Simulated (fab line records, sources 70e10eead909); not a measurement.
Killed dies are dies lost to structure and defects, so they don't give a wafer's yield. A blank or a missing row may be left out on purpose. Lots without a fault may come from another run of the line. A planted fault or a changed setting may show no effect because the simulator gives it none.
fab line records | flow nand_harc | part 2 of 2: steps 5 to 6 of 6
record lots=22 wafers=66 last_day=33
route steps=1302 shown A_CONTACT@1058 A_BLC@1122 A_M1@1180
lots that met no fault: from a run of the same line without faults
start_h: hours from the record's first day to the start of the lot's first wafer shown | wait_h: hours since the lot's step before | " the same as in the row above | L1.1+2: a row that stands for several wafers | - no value, or no start given | * or withheld: withheld | < > ~ a bound
route shown NAME@n: a module of which the file shows steps, and the number in the route of the first | usual: mean/standard deviation of fault-free wafers | same: alike in all rows | chamber/n: place in a boat | sites: the reading at each site | _std_site: their standard deviation | _edge_site: outer sites' mean less inner sites' | radius_mm: how far each site lies from the wafer's centre | mask NAME#n: copy n | behind: the tool/chamber that last shaped the wafer | hold: why the lot was held/for how many hours/how that ended | device: the transistor (n, p or np) that didn't switch | end of line: the same wafers' tests at the end of the route | a step without rows: its recipe alone | killed: dies lost to structure and defects at the first sort, not the wafer's yield | map: a wafer's dies, x killed, . not, _ none there
set.NAME: the setting as run; set.NAME@STEP: as run at that earlier step | model.NAME: the simulator's own value behind a step, which no gauge read
steps of the route over a sample of lots; a table a step, a row a wafer
services: from which hour (start_h, from the record's first day; less than 0 if before it) a tool's chamber was out of use, for how many hours, and why
## steps
# step NHARC_A_BLC_ETCH_17
# recipe target_depth_a=3900 over_etch_frac=0.25 time_s=609.38 ion_energy_ev=200 n2_flow_sccm=150 h2_flow_sccm=150 ar_flow_sccm=0 rf_w=400 bias_w=150 chemistry=N2/H2
# usual drypump_motor_current_A=5.8/0.41 h2_flow_sccm=150.0/0.47 oes_product_au=1.005/0.0075 rf_vpp_V=430.6/2.4 showerhead_plenum_p_Torr=2.04/0.081 throttle_valve_pct=14.172/0.0091
# columns lot.wafer tool chamber start_h wait_h drypump_motor_current_A h2_flow_sccm oes_product_au rf_hours_counter_h rf_vpp_V showerhead_plenum_p_Torr throttle_valve_pct
L075.2 rie_diel-13 2 - - 5.1 149.4 1.008 10 430.8 2.09 14.179
L075.1 " 3 " " 5.9 149.8 1.003 10 428.9 2.00 14.165
L075.3 " 0 " " 6.0 150.4 0.998 11 427.3 1.90 14.165
L074.4 rie_diel-13 0 - - 6.0 150.3 0.996 0 425.7 1.90 14.167
L074.3 " 2 " " 5.1 150.0 1.006 0 432.4 2.09 14.170
L074.1 " 3 " " 5.9 149.8 1.009 0 430.1 2.00 14.176
L076.2 rie_diel-01 2 - - 6.4 149.7 1.004 12 432.5 2.08 14.182
L076.5 " 0 " " 5.2 150.2 1.000 - 434.9 2.14 14.169
L076.6 " 1 " " 5.6 149.9 1.000 - 431.6 2.06 14.175
L077.3 rie_diel-13 3 - - 5.9 150.0 1.001 1 429.9 2.00 14.178
L077.2 " 2 " " 5.1 149.7 1.006 1 431.9 2.09 14.171
L077.5 " 3 " " 6.0 150.2 1.014 - 429.4 2.00 14.166
L078.3 rie_diel-03 0 - - 5.7 149.6 1.002 24 426.0 1.89 14.177
L078.4 " 2 " " 6.0 150.2 1.012 25 433.8 2.18 14.168
L078.6 " 0 " " 5.7 149.9 1.003 - 426.3 1.89 14.170
L079.3 rie_diel-13 0 - - 6.1 150.0 0.996 1 427.1 1.90 14.180
L079.2 " 1 " " 6.1 149.8 1.003 1 432.0 2.09 14.179
L079.5 " 1 " " 6.1 150.0 0.997 - 431.5 2.09 14.165
L082.2 rie_diel-01 1 - - 5.6 148.8 1.015 2 431.6 2.06 14.170
L082.1 " 0 " " 5.2 150.7 1.013 1 431.9 2.14 14.163
L082.6 " 2 " " 6.4 149.4 1.013 - 431.4 2.08 14.169
L081.1 rie_diel-13 0 - - 6.0 150.1 1.005 4 427.5 1.90 14.165
L081.2 " 1 " " 6.1 151.3 0.994 3 432.3 2.09 14.188
L081.5 " 0 " " 6.0 149.7 1.006 - 426.3 1.90 14.172
L080.3 rie_diel-13 0 - - 6.0 150.0 1.000 5 427.0 1.90 14.171
L080.1 " 2 " " 5.1 149.5 1.003 4 431.1 2.08 14.181
L080.6 " 0 " " 6.0 149.9 1.001 - 427.2 1.90 14.179
L083.3 rie_diel-01 3 - - 5.6 150.7 1.012 3 433.9 2.11 14.156
L083.1 " 0 " " 5.2 150.2 1.006 3 432.1 2.13 14.145
L083.5 " 3 " " 5.6 150.4 1.017 - 431.3 2.11 14.190
L084.4 rie_diel-13 0 - - 6.0 150.3 0.989 7 426.0 1.90 14.184
L084.6 " 1 " " 6.1 149.6 0.998 - 431.7 2.09 14.160
L084.5 " 2 " " 5.1 150.1 0.996 - 431.4 2.08 14.177
L086.1 rie_diel-13 0 - - 6.0 150.4 0.994 7 426.6 1.90 14.164
L086.3 " 2 " " 5.1 149.8 0.999 7 431.1 2.08 14.192
L086.6 " 0 " " 6.1 149.7 0.999 - 427.4 1.90 14.154
L085.1 rie_diel-13 2 - - 5.1 150.1 1.000 7 431.7 2.08 14.168
L085.4 " 3 " " 5.9 149.8 1.020 7 429.7 2.00 14.172
L085.6 " 3 " " 5.9 150.7 1.013 - 427.8 2.00 14.187
L089.1 rie_diel-13 1 - - 6.1 150.6 0.994 8 432.4 2.09 14.177
L089.3 " 0 " " 6.0 149.8 1.002 9 426.7 1.90 14.186
L089.5 " 2 " " 5.1 150.2 0.997 - 433.1 2.08 14.168
L088.4 rie_diel-13 2 - - 5.1 150.4 1.002 9 433.5 2.08 14.161
L088.3 " 3 " " 5.9 150.1 1.023 8 430.3 2.00 14.169
L088.5 " 1 " " 6.0 149.1 1.010 - 432.1 2.09 14.179
L092.4 rie_diel-01 3 - - 5.6 149.8 1.014 9 432.5 2.11 14.154
L092.1 " 1 " " 5.6 150.6 1.003 9 431.3 2.06 14.181
L092.5 " 3 " " 5.6 149.5 1.016 - 430.7 2.11 14.158
L090.4 rie_diel-01 2 - - 6.4 151.0 1.003 11 431.2 2.07 14.185
L090.1 " 3 " " 5.6 151.2 1.022 9 431.7 2.11 14.176
L090.5 " 3 " " 5.6 150.5 1.016 - 432.8 2.11 14.182
L091.2 rie_diel-13 1 - - 6.0 150.2 0.993 11 431.0 2.09 14.168
L091.4 " 0 " " 6.0 149.5 0.999 11 426.7 1.90 14.171
L091.5 " 1 " " 6.1 150.5 0.998 - 431.7 2.09 14.163
L093.1 rie_diel-01 2 - - 6.4 150.3 1.007 13 430.5 2.07 14.171
L093.4 " 0 " " 5.2 150.6 1.015 12 432.8 2.13 14.171
L093.5 " 2 " " 6.4 149.9 1.006 - 431.8 2.07 14.172
L097.4 rie_diel-13 3 - - 5.9 150.3 1.004 1 429.3 2.00 14.177
L097.3 " 0 " " 6.0 150.6 0.999 1 426.8 1.89 14.168
L097.6 " 3 " " 5.9 150.5 1.000 - 428.1 2.00 14.178
L094.4 rie_diel-13 3 - - 5.9 149.5 1.005 2 430.5 2.00 14.163
L094.2 " 1 " " 6.0 149.5 0.995 1 431.3 2.09 14.173
L094.1 " 2 " " 5.1 150.4 1.005 1 432.2 2.08 14.173
L096.1 rie_diel-01 2 - - 6.4 149.6 1.015 1 430.7 2.07 14.164
L096.5 " 2 " " 6.4 148.9 1.008 - 431.4 2.07 14.177
L096.6 " 3 " " 5.6 149.9 1.015 - 432.9 2.11 14.160
# step NHARC_A_M1_OVL_MEAS_10
# recipe pitch_nm=240
# usual overlay_x_nm=-0.1/0.83 overlay_y_nm=-0.2/0.75
# columns lot.wafer tool chamber start_h wait_h overlay_x_nm overlay_y_nm
L075.1 overlay-01 - 524.64 - -0.3 1.4
L075.2 " - " " -0.1 0.7
L075.3 " - " " 0.1 0.8
L074.1 overlay-02 - 542.40 - -0.3 -0.3
L074.3 " - " " -0.6 -0.6
L074.4 " - " " -0.5 -0.2
L076.2 overlay-01 - 549.45 - 1.8 -0.3
L076.5 " - " " 1.5 -0.2
L076.6 " - " " 1.2 -0.7
L077.2 overlay-01 - 554.32 - -0.4 -1.4
L077.3 " - " " -0.2 -1.3
L077.5 " - " " -0.3 -1.4
L078.3 overlay-01 - 562.73 - -2.3 -0.8
L078.4 " - " " -1.3 -0.2
L078.6 " - " " -1.5 0.0
L079.2 overlay-02 - 565.42 - 0.9 -0.7
L079.3 " - " " 1.0 -0.3
L079.5 " - " " 1.3 -0.4
L082.1 overlay-01 - 598.32 - -0.6 -0.1
L082.2 " - " " -0.1 -0.8
L082.6 " - " " -0.4 -0.5
L081.1 overlay-01 - 598.84 - 0.5 1.1
L081.2 " - " " 0.0 0.8
L081.5 " - " " 0.0 0.5
L080.1 overlay-01 - 605.69 - 0.9 -0.1
L080.3 " - " " 0.1 -0.5
L080.6 " - " " 0.7 -0.1
L083.1 overlay-02 - 608.42 - -0.8 0.7
L083.3 " - " " -0.6 0.2
L083.5 " - " " 0.0 1.0
L084.4 overlay-02 - 650.59 - -0.3 -1.1
L084.5 " - " " 0.6 -1.2
L084.6 " - " " -0.5 -1.2
L086.1 overlay-02 - 653.68 - -0.6 -0.7
L086.3 " - " " -0.7 -0.2
L086.6 " - " " -1.2 -0.4
L085.1 overlay-02 - 656.33 - -1.3 0.0
L085.4 " - " " -1.1 0.6
L085.6 " - " " -1.6 0.9
L089.1 overlay-01 - 668.38 - -0.9 -1.1
L089.3 " - " " -0.6 -0.7
L089.5 " - " " 0.1 -0.5
L088.3 overlay-02 - 670.62 - 0.9 0.5
L088.4 " - " " 0.7 -0.2
L088.5 " - " " 0.7 0.0
L092.1 overlay-01 - 685.28 - -0.8 -1.4
L092.4 " - " " -0.3 -1.6
L092.5 " - " " -1.1 -1.6
L090.1 overlay-02 - 688.78 - 1.2 -0.6
L090.4 " - " " 0.4 -0.5
L090.5 " - " " 0.8 -0.6
L091.2 overlay-02 - 695.02 - 0.3 -0.8
L091.4 " - " " 0.0 -1.4
L091.5 " - " " 0.3 -0.6
L093.1 overlay-02 - 732.85 - 0.4 -0.8
L093.4 " - " " 0.8 -1.4
L093.5 " - " " 1.1 -1.0
L097.3 overlay-01 - 737.57 - -0.6 0.0
L097.4 " - " " -0.4 0.3
L097.6 " - " " -0.3 0.3
L094.1 overlay-02 - 739.57 - -0.2 0.6
L094.2 " - " " -0.2 1.0
L094.4 " - " " -0.3 0.9
L096.1 overlay-02 - 755.57 - 0.3 0.0
L096.5 " - " " 0.1 0.1
L096.6 " - " " 0.0 -0.1
## services
# columns tool chamber start_h hours kind
rie_diel-06 - 484.35 9.0 pm
rie_diel-07 0 497.96 6.9 repair
rie_diel-01 1 499.35 4.7 repair
har_cap_etch-01 - 500.04 17.0 pm
rie_diel-13 - 519.06 9.0 pm
rie_diel-05 1 535.89 5.3 repair
rie_diel-05 0 553.50 2.5 repair
rie_diel-01 - 557.80 9.0 pm
rie_diel-07 2 560.00 1.7 repair
rie_diel-13 3 578.80 7.1 repair
rie_diel-05 - 583.75 9.0 pm
rie_diel-01 1 598.14 4.5 repair
rie_diel-01 - 603.20 0.9 repair
rie_diel-05 3 611.77 3.0 repair
rie_diel-07 2 611.94 6.7 repair
rie_diel-07 1 616.51 2.3 repair
rie_diel-01 2 628.26 7.0 repair
rie_diel-06 2 630.23 8.0 repair
rie_diel-07 - 648.32 9.0 pm
rie_diel-06 - 661.35 9.0 pm
rie_diel-07 1 685.52 6.9 repair
rie_diel-13 - 696.06 9.0 pm
rie_diel-07 1 718.43 4.2 repair
rie_diel-13 - 742.04 1.7 repair
